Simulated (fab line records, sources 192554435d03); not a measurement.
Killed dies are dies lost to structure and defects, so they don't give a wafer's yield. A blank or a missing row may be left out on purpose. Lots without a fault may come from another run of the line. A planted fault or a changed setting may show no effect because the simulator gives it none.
fab line records | flow n5_finfet | part 2 of 2: steps 30 to 37 of 37
record lots=5 wafers=15 last_day=19
route steps=1938 shown SD_EPI_P@323 SD_ACTIVATION@330 ILD0@335 SDB@347
lots that met no fault: from a run of the same line without faults
start_h: hours from the record's first day to the start of the lot's first wafer shown | wait_h: hours since the lot's step before | " the same as in the row above | L1.1+2: a row that stands for several wafers | - no value, or no start given | * or withheld: withheld | < > ~ a bound
route shown NAME@n: a module of which the file shows steps, and the number in the route of the first | usual: mean/standard deviation of fault-free wafers | same: alike in all rows | chamber/n: place in a boat | sites: the reading at each site | _std_site: their standard deviation | _edge_site: outer sites' mean less inner sites' | radius_mm: how far each site lies from the wafer's centre | mask NAME#n: copy n | behind: the tool/chamber that last shaped the wafer | hold: why the lot was held/for how many hours/how that ended | device: the transistor (n, p or np) that didn't switch | end of line: the same wafers' tests at the end of the route | a step without rows: its recipe alone | killed: dies lost to structure and defects at the first sort, not the wafer's yield | map: a wafer's dies, x killed, . not, _ none there
set.NAME: the setting as run; set.NAME@STEP: as run at that earlier step | model.NAME: the simulator's own value behind a step, which no gauge read
lots at some steps of the route; a table a step, a row a wafer
services: from which hour (start_h, from the record's first day; less than 0 if before it) a tool's chamber was out of use, for how many hours, and why
## steps
# step N5_SDB_EXPOSE_08
# recipe mask_id=SDB na=1.35 source_shape=conventional sigma_outer=0.5 polarization=unpolarized dose_mj=49.6
# usual stage_vel_mm_s=500.02/0.26
# columns lot.wafer tool chamber start_h wait_h mask stage_vel_mm_s
L074.1 arfi_scanner-03 0 65.05 - SDB#0 499.87
L074.4 " 0 " " SDB#0 500.26
L074.5 " 0 " " SDB#0 499.98
L079.1 arfi_scanner-02 0 96.48 - SDB#0 500.25
L079.2 " 0 " " SDB#0 500.15
L079.5 " 0 " " SDB#0 500.05
L081.1 arfi_scanner-03 0 109.11 - SDB#0 499.65
L081.3 " 0 " " SDB#0 500.13
L081.6 " 0 " " SDB#0 499.94
L087.4 arfi_scanner-02 0 165.60 - SDB#0 500.28
L087.5 " 0 " " SDB#0 500.09
L087.6 " 0 " " SDB#0 500.42
L097.4 arfi_scanner-03 0 215.86 - SDB#0 499.89
L097.5 " 0 " " SDB#0 499.69
L097.6 " 0 " " SDB#0 499.97
# step N5_SDB_PEB_09
# recipe peb_temp_c=withheld peb_time_s=60 resist=CAR-ArF
# columns lot.wafer tool chamber start_h wait_h
L074.1+4+5 litho_track-02 0 65.11 0.1
L079.1+2+5 litho_track-04 0 96.54 0.1
L081.1+3+6 litho_track-04 0 109.17 0.1
L087.4+5+6 litho_track-04 0 165.65 0.0
L097.4+5+6 litho_track-01 0 215.90 0.0
# step N5_SDB_DEVELOP_10
# recipe develop_time_s=30 developer=TMAH resist=CAR-ArF rinse_liquid=diw dry=air_spin dev_temp_c=23
# columns lot.wafer tool chamber start_h wait_h
L074.1+4+5 litho_track-02 0 - -
L079.1+2+5 litho_track-04 0 - -
L081.1+3+6 litho_track-04 0 - -
L087.4+5+6 litho_track-04 0 - -
L097.4+5+6 litho_track-01 0 - -
# step N5_SDB_CD_MEAS_11
# recipe target_cd_nm=50 landing_energy_ev=500 detector=se_inlens polarity=opening
# usual cd_nm=49.6/1.1
# columns lot.wafer tool chamber start_h wait_h cd_nm
L074.1 cd_sem-02 0 65.18 - 50.8
L074.4 " 0 " " 49.3
L074.5 " 0 " " 49.5
L079.1 cd_sem-01 0 96.60 - 49.8
L079.2 " 0 " " 49.1
L079.5 " 0 " " 48.7
L081.1 cd_sem-01 0 109.24 - 49.5
L081.3 " 0 " " 48.5
L081.6 " 0 " " 49.1
L087.4 cd_sem-02 0 165.71 - 49.5
L087.5 " 0 " " 48.3
L087.6 " 0 " " 50.0
L097.4 cd_sem-03 0 215.97 - 49.8
L097.5 " 0 " " 51.2
L097.6 " 0 " " 50.6
# step N5_SDB_OVL_MEAS_12
# recipe points_per_wafer=44
# usual SDB_OVL=-0.7/0.83
# same points_per_wafer=44
# columns lot.wafer tool chamber start_h wait_h SDB_OVL[nm]
L074.1 overlay-02 0 65.21 0.0 -2.2
L074.4 " 0 " " -1.6
L074.5 " 0 " " -2.6
L079.1 overlay-02 0 96.63 0.0 -0.6
L079.2 " 0 " " -0.1
L079.5 " 0 " " 0.5
L081.1 overlay-02 0 109.27 0.0 -0.4
L081.3 " 0 " " -0.2
L081.6 " 0 " " 0.0
L087.4 overlay-02 0 165.74 0.0 -0.6
L087.5 " 0 " " -1.4
L087.6 " 0 " " -0.4
L097.4 overlay-01 0 216.00 0.0 -1.4
L097.5 " 0 " " -0.8
L097.6 " 0 " " -1.2
# step N5_SDB_INSPECT_13
# recipe mode=adi inspect_instrument=brightfield
# usual raw_defect_count=80/41
# columns lot.wafer tool chamber start_h wait_h raw_defect_count
L074.1 defect_inspect-01 - 65.23 0.0 73
L074.4 " - " " 65
L074.5 " - " " 54
L079.1 defect_inspect-02 - 96.66 0.0 58
L079.2 " - " " 137
L079.5 " - " " 59
L081.1 defect_inspect-01 - 109.29 0.0 150
L081.3 " - " " 65
L081.6 " - " " 61
L087.4 defect_inspect-02 - 165.77 0.0 47
L087.5 " - " " 69
L087.6 " - " " 72
L097.4 defect_inspect-01 - 216.02 0.0 106
L097.5 " - " " 98
L097.6 " - " " 69
# step N5_SDB_DESCUM_16
# recipe chemistry=O2 time_s=7.9 source_power_w=50 bias_power_w=20 pressure_mtorr=20 rf_frequency_hz=2.712e+07 temp_c=40 resist=CAR-ArF o2_flow_sccm=225
# usual drypump_motor_current_A=5.6/0.48 oes_product_au=0.79/0.083 rf_vpp_V=243.6/1.5 showerhead_plenum_p_Torr=2.12/0.08 throttle_valve_pct=20.45/0.27
# columns lot.wafer tool chamber start_h wait_h drypump_motor_current_A oes_product_au rf_hours_counter_h rf_vpp_V showerhead_plenum_p_Torr throttle_valve_pct
L074.1 rie_diel-05 1 65.31 0.1 5.2 0.71 205 244.2 2.18 20.82
L074.4 " 3 " " 5.6 0.71 180 244.3 2.17 20.73
L074.5 " 1 " " 5.1 0.72 - 244.3 2.18 20.85
L079.1 rie_diel-05 0 96.69 0.0 6.4 0.78 134 241.0 2.01 20.31
L079.2 " 1 " " 5.1 0.72 217 244.8 2.17 20.84
L079.5 " 0 " " 6.5 0.78 - 241.8 2.01 20.31
L081.1 rie_diel-04 0 109.33 0.0 4.7 0.86 52 243.4 2.11 20.12
L081.3 " 2 " " 5.8 0.82 66 243.6 2.13 20.54
L081.6 " 2 " " 5.8 0.82 - 243.7 2.13 20.54
L087.4 rie_diel-04 0 166.41 0.6 4.8 0.84 - 242.4 2.11 20.15
L087.5 " 1 " " 5.9 0.74 - 244.3 2.16 20.13
L087.6 " 3 " " 5.8 0.78 - 241.9 2.00 20.56
L097.4 rie_diel-06 3 216.48 0.5 6.0 0.77 - 243.9 2.21 20.73
L097.5 " 0 " " 5.8 0.89 - 244.2 2.21 20.35
L097.6 " 1 " " 5.8 0.76 - 242.4 2.01 20.49
# step N5_SDB_ETCH_17
# recipe chemistry=CF4 target=SiARC target_depth_a=234 mask_material=CAR-ArF time_s=39 ion_energy_ev=80 pressure_mtorr=40 source_w=545 bias_w=36 Ar_flow_sccm=100 cf4_flow_sccm=100 ends=cleared
# usual bias_w=35.99/0.11 drypump_motor_current_A=5.6/0.48 etch_rf_on_time_s=38.7/0.89 oes_product_au=0.67/0.07 rf_vpp_V=184.3/1.3 showerhead_plenum_p_Torr=2.17/0.076 throttle_valve_pct=15.62/0.22
# columns lot.wafer tool chamber start_h wait_h bias_w drypump_motor_current_A etch_rf_on_time_s oes_product_au rf_hours_counter_h rf_vpp_V showerhead_plenum_p_Torr throttle_valve_pct
L074.1 rie_diel-05 1 65.34 0.0 35.98 5.2 38.7 0.62 205 185.1 2.21 15.91
L074.4 " 3 " " 35.98 5.6 39.3 0.62 180 182.9 2.21 15.90
L074.5 " 1 " " 36.01 5.2 39.0 0.61 - 184.9 2.21 15.92
L079.1 rie_diel-05 0 96.73 0.0 35.86 6.4 40.0 0.65 134 182.0 2.06 15.51
L079.2 " 1 " " 36.06 5.1 39.1 0.61 217 184.7 2.21 15.93
L079.5 " 0 " " 36.20 6.4 39.9 0.65 - 183.3 2.06 15.53
L081.1 rie_diel-04 0 109.36 0.0 36.15 4.8 39.2 0.73 52 184.1 2.17 15.32
L081.3 " 2 " " 35.90 5.8 38.2 0.72 66 185.4 2.17 15.59
L081.6 " 2 " " 36.05 5.8 37.9 0.71 - 183.8 2.17 15.60
L087.4 rie_diel-04 0 166.44 0.0 35.95 4.7 39.3 0.71 - 184.9 2.17 15.35
L087.5 " 1 " " 35.95 5.9 38.4 0.64 - 185.7 2.21 15.38
L087.6 " 3 " " 36.08 5.8 37.6 0.67 - 183.7 2.06 15.81
L097.4 rie_diel-06 3 216.51 0.0 35.99 6.0 38.4 0.67 - 183.8 2.23 15.70
L097.5 " 0 " " 35.84 5.8 37.8 0.77 - 185.4 2.28 15.69
L097.6 " 1 " " 36.01 5.8 40.1 0.64 - 180.7 2.07 15.71
## services
# columns tool chamber start_h hours kind
cmp-04 - 37.84 1.9 repair
rie_diel-05 - 38.45 3.1 repair
cmp-03 - 41.11 3.1 repair
cmp-03 - 46.41 4.0 pm
rie_diel-04 1 47.31 3.7 repair
cmp-03 - 70.74 0.8 repair
rie_diel-04 1 72.66 7.5 repair
cmp-03 - 76.17 0.2 repair
wet_bench-05 - 87.01 1.6 repair
ald_sin-02 - 87.22 14.0 pm
rie_diel-05 2 89.97 4.8 repair
rie_diel-04 1 106.99 5.1 repair
cmp-04 - 121.77 4.0 pm
wet_bench-04 - 133.41 0.7 repair
laser_anneal-01 - 134.64 5.6 pm
ald_sin-02 - 138.04 2.8 pm
laser_anneal-01 - 142.17 2.5 repair
cmp-03 - 143.80 6.4 pm
rie_diel-05 0 147.50 7.9 repair
cmp-04 - 152.37 1.0 repair
cmp-03 - 153.79 1.2 repair
rie_diel-04 2 158.73 9.8 repair
ald_sin-02 - 165.12 14.6 pm
cmp-02 - 185.74 1.9 repair
